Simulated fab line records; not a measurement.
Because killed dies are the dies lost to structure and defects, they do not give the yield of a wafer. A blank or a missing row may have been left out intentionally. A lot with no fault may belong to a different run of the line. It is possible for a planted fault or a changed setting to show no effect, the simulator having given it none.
Code-filled problem report in 8D (eight disciplines) form -- flow nand harc -- the parts of the form that need people (team, actions taken, sign-off) are left out

== 1. THE PROBLEM ==
At NHARC_END_SORT_01, killed at array averages 674 over 9 wafers from 3 lots, while fault-free wafers read 28, standard deviation 11. Relative to the usual mean, that is a shift of +59 standard deviations.
First seen on wafer L505.3, day 21 20:15, on prober-02. The record holds 21 wafers of 7 lots with a number at this step. The rule behind "out" and "out of limits": a value lying over 4 standard deviations away from the usual mean. The rest of the wafers with a number are treated as sound.

== 2. WHAT IT IS AND WHAT IT IS NOT ==
question,is,is not
which readings at this step,"killed at array, killed dies","killed at other, killed at periphery, killed open"
which lots,"L505, L507, L509","L501, L503, L508, L518"
which wafers of those lots,all that have a number,-
read on which gauges,"prober-01, prober-02",-
when,from day 21 20:15,"up to then (6 sound wafers); but 6 sound wafers of L508, L518 came after"

== 3. WHAT RULES OUT EACH SUSPECT ==
Counting: a tool at any process step up to the reading remains a suspect when it ran all the lots that are out and ran no sound lot after the first of those.
- the gauge at NHARC_END_SORT_01 is ruled out. The wafers that are out were read on 2 gauges (prober-01, prober-02).
- acl dep-01 at NHARC_A_CHANNEL_HOLE_D1_DEP_00 (deposits aC, target thk 3100 nm): kept. Every lot that is out went through it, starting with L505 (day 10 20:10), and after that it ran no sound lot; the last sound lot it ran before then is L503 (day 10 02:35).
Remaining after the count: acl dep-01 at NHARC_A_CHANNEL_HOLE_D1_DEP_00.

== 4. THE CAUSE (what the simulator had put in) ==
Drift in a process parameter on acl dep-01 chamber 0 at NHARC_A_CHANNEL_HOLE_D1_DEP_00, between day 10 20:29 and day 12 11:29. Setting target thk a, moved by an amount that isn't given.
Counting left only this tool.

== 5. SEQUENCE OF EFFECTS, ordered by route ==
One row per reading whose mean, taken over the struck wafers that have a number, lies over 3 standard deviations from the usual. Readings are gone through only where the record gives a usual standard deviation; hours: the median, over the lots, of the time from a lot's start at the first step in this table giving one to that lot's start at this step; sigmas: the change measured in usual standard deviations.
hours,step,reading,usual,on struck wafers,change,sigmas
0,NHARC_END_SORT_01,killed at array,28,674,+646,+59
0,NHARC_END_SORT_01,killed dies,31,677,+646,+54

== 6. WHAT WOULD HAVE CAUGHT IT SOONER ==
264 hours passed between the start of the fault at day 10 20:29 and the first reading out of limits at a measuring or inspecting step in this record, taken at day 21 20:15.
Of the tool readings at NHARC_A_CHANNEL_HOLE_D1_DEP_00 for which the record gives a usual standard deviation, none was out on any struck wafer, so an alarm limit of 4 standard deviations on them would not have fired.
The start of NHARC_A_CHANNEL_HOLE_D1_DEP_00 on acl dep-01 came by day 21 20:15 for every one of the lots that are out (3). Had the tool been put on hold then, not one of them would have been saved.
